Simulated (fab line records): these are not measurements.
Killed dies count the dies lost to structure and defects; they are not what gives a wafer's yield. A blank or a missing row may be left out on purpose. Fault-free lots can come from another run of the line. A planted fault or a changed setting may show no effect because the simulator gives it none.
Split-lot trial :: flow n5 finfet :: 39 wafers read across 7 lots, on a route 1938 steps long

SPLIT DETAILS
At N5_DUMMY_GATE_ETCH_32 (etches SiO2 in CF4, target depth 3.5 nm, time 3.9 s), the setting time s was moved away from the recipe's 3.9 s on 12 of the 39 wafers read, by -15.4% to +22.0%. All remaining wafers had this setting at the recipe value.

The reading comes from the split's own step.

THE READING
etch.depth nm (the simulator's own value, which no gauge read), in nm, at N5_DUMMY_GATE_ETCH_32 (etches SiO2 in CF4, target depth 3.5 nm, time 3.9 s). There is no usual value for it anywhere in the file. Average 3.483 nm, standard deviation 0.084 nm, over the 27 wafers here run with the recipe.

wafer: L075.1
tool, chamber at the split: rie si-01, 1
time s as run, s: 4.758
against the recipe: +22.0%
etch.depth nm, nm: 4.272
against lot-mates on the recipe: +0.765

wafer: L075.2
tool, chamber at the split: rie si-01, 2
time s as run, s: 3.9
against the recipe: recipe
etch.depth nm, nm: 3.47
against lot-mates on the recipe: -

wafer: L075.3
tool, chamber at the split: rie si-01, 3
time s as run, s: 4.758
against the recipe: +22.0%
etch.depth nm, nm: 4.322
against lot-mates on the recipe: +0.815

wafer: L075.4
tool, chamber at the split: rie si-01, 2
time s as run, s: 3.9
against the recipe: recipe
etch.depth nm, nm: 3.499
against lot-mates on the recipe: -

wafer: L075.5
tool, chamber at the split: rie si-01, 1
time s as run, s: 4.758
against the recipe: +22.0%
etch.depth nm, nm: 4.256
against lot-mates on the recipe: +0.749

wafer: L075.6
tool, chamber at the split: rie si-01, 3
time s as run, s: 3.9
against the recipe: recipe
etch.depth nm, nm: 3.553
against lot-mates on the recipe: -

wafer: L080.1
tool, chamber at the split: rie si-01, 1
time s as run, s: 3.9
against the recipe: recipe
etch.depth nm, nm: 3.475
against lot-mates on the recipe: -

wafer: L080.2
tool, chamber at the split: rie si-01, 2
time s as run, s: 3.9
against the recipe: recipe
etch.depth nm, nm: 3.437
against lot-mates on the recipe: -

wafer: L080.3
tool, chamber at the split: rie si-01, 3
time s as run, s: 3.9
against the recipe: recipe
etch.depth nm, nm: 3.553
against lot-mates on the recipe: -

wafer: L080.4
tool, chamber at the split: rie si-01, 0
time s as run, s: 3.9
against the recipe: recipe
etch.depth nm, nm: 3.563
against lot-mates on the recipe: -

wafer: L080.5
tool, chamber at the split: rie si-01, 0
time s as run, s: 3.9
against the recipe: recipe
etch.depth nm, nm: 3.593
against lot-mates on the recipe: -

wafer: L080.6
tool, chamber at the split: rie si-01, 3
time s as run, s: 3.9
against the recipe: recipe
etch.depth nm, nm: 3.557
against lot-mates on the recipe: -

wafer: L082.1
tool, chamber at the split: rie si-05, 0
time s as run, s: 3.9
against the recipe: recipe
etch.depth nm, nm: 3.305
against lot-mates on the recipe: -

wafer: L082.5
tool, chamber at the split: rie si-05, 0
time s as run, s: 3.9
against the recipe: recipe
etch.depth nm, nm: 3.311
against lot-mates on the recipe: -

wafer: L082.6
tool, chamber at the split: rie si-05, 1
time s as run, s: 3.9
against the recipe: recipe
etch.depth nm, nm: 3.555
against lot-mates on the recipe: -

wafer: L087.1
tool, chamber at the split: rie si-05, 3
time s as run, s: 3.9
against the recipe: recipe
etch.depth nm, nm: 3.532
against lot-mates on the recipe: -

wafer: L087.2
tool, chamber at the split: rie si-05, 0
time s as run, s: 3.9
against the recipe: recipe
etch.depth nm, nm: 3.35
against lot-mates on the recipe: -

wafer: L087.3
tool, chamber at the split: rie si-05, 2
time s as run, s: 3.9
against the recipe: recipe
etch.depth nm, nm: 3.44
against lot-mates on the recipe: -

wafer: L087.4
tool, chamber at the split: rie si-05, 1
time s as run, s: 3.9
against the recipe: recipe
etch.depth nm, nm: 3.598
against lot-mates on the recipe: -

wafer: L087.5
tool, chamber at the split: rie si-05, 3
time s as run, s: 3.9
against the recipe: recipe
etch.depth nm, nm: 3.514
against lot-mates on the recipe: -

wafer: L087.6
tool, chamber at the split: rie si-05, 0
time s as run, s: 3.9
against the recipe: recipe
etch.depth nm, nm: 3.366
against lot-mates on the recipe: -

wafer: L091.1
tool, chamber at the split: rie si-05, 3
time s as run, s: 4.306
against the recipe: +10.4%
etch.depth nm, nm: 3.917
against lot-mates on the recipe: +0.474

wafer: L091.2
tool, chamber at the split: rie si-05, 0
time s as run, s: 3.9
against the recipe: recipe
etch.depth nm, nm: 3.404
against lot-mates on the recipe: -

wafer: L091.3
tool, chamber at the split: rie si-05, 2
time s as run, s: 3.9
against the recipe: recipe
etch.depth nm, nm: 3.474
against lot-mates on the recipe: -

wafer: L091.4
tool, chamber at the split: rie si-05, 1
time s as run, s: 4.306
against the recipe: +10.4%
etch.depth nm, nm: 3.952
against lot-mates on the recipe: +0.509

wafer: L091.5
tool, chamber at the split: rie si-05, 3
time s as run, s: 4.306
against the recipe: +10.4%
etch.depth nm, nm: 3.899
against lot-mates on the recipe: +0.456

wafer: L091.6
tool, chamber at the split: rie si-05, 2
time s as run, s: 3.9
against the recipe: recipe
etch.depth nm, nm: 3.45
against lot-mates on the recipe: -

wafer: L093.1
tool, chamber at the split: rie si-01, 3
time s as run, s: 3.9
against the recipe: recipe
etch.depth nm, nm: 3.545
against lot-mates on the recipe: -

wafer: L093.2
tool, chamber at the split: rie si-01, 0
time s as run, s: 3.9
against the recipe: recipe
etch.depth nm, nm: 3.586
against lot-mates on the recipe: -

wafer: L093.3
tool, chamber at the split: rie si-01, 2
time s as run, s: 3.435
against the recipe: -11.9%
etch.depth nm, nm: 3.025
against lot-mates on the recipe: -0.536

wafer: L093.4
tool, chamber at the split: rie si-01, 1
time s as run, s: 3.435
against the recipe: -11.9%
etch.depth nm, nm: 3.084
against lot-mates on the recipe: -0.477

wafer: L093.5
tool, chamber at the split: rie si-01, 1
time s as run, s: 3.435
against the recipe: -11.9%
etch.depth nm, nm: 3.079
against lot-mates on the recipe: -0.482

wafer: L093.6
tool, chamber at the split: rie si-01, 0
time s as run, s: 3.9
against the recipe: recipe
etch.depth nm, nm: 3.551
against lot-mates on the recipe: -

wafer: L094.1
tool, chamber at the split: rie si-05, 3
time s as run, s: 3.9
against the recipe: recipe
etch.depth nm, nm: 3.535
against lot-mates on the recipe: -

wafer: L094.2
tool, chamber at the split: rie si-05, 1
time s as run, s: 3.3
against the recipe: -15.4%
etch.depth nm, nm: 2.98
against lot-mates on the recipe: -0.474

wafer: L094.3
tool, chamber at the split: rie si-05, 0
time s as run, s: 3.3
against the recipe: -15.4%
etch.depth nm, nm: 2.826
against lot-mates on the recipe: -0.628

wafer: L094.4
tool, chamber at the split: rie si-05, 2
time s as run, s: 3.9
against the recipe: recipe
etch.depth nm, nm: 3.409
against lot-mates on the recipe: -

wafer: L094.5
tool, chamber at the split: rie si-05, 2
time s as run, s: 3.9
against the recipe: recipe
etch.depth nm, nm: 3.419
against lot-mates on the recipe: -

wafer: L094.6
tool, chamber at the split: rie si-05, 3
time s as run, s: 3.3
against the recipe: -15.4%
etch.depth nm, nm: 2.956
against lot-mates on the recipe: -0.498

THE FIT
A straight line over all 39 wafers: etch.depth nm changes by +0.0369 nm for each +1% of time s; r = +0.97; the points scatter about the line by 0.077 nm.
The same after taking each lot's own level away (the mean of its wafers on the recipe; 39 wafers): +0.0373 nm for each +1%; r = +0.98; scatter 0.071 nm.
That fit puts the effect of the largest move of time s on the reading at 0.82 nm.
The span of the lots' own levels, 3.3903 to 3.5607 nm, comes to 2.0 times the standard deviation stated above.
So the lot-to-lot level changes the slope little: the two slopes agree.
Check: +0.836 nm against its lot-mates is what the line predicts for one of the wafers moved furthest among these (+22.0%) when that wafer is left out of the fit. Against them it came out at +0.765 nm.

OTHER SPLITS APPLIED TO THESE WAFERS
Note: prior to the reading, these wafers also went through further splits. Each is held against what the fit with the lots' levels taken away leaves over:
other split on the same wafers: N5_DUMMY_GATE_EXPOSE_12 dose mj
wafers away from the commonest value: 12
r with etch.depth nm (lot level and that fit taken away): +0.30

other split on the same wafers: N5_DUMMY_GATE_ETCH_37 source w
wafers away from the commonest value: 15
r with etch.depth nm (lot level and that fit taken away): +0.08

FILE'S OWN FIT
etch.depth nm changes by +0.0373 nm for each +1% of time s, r = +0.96.
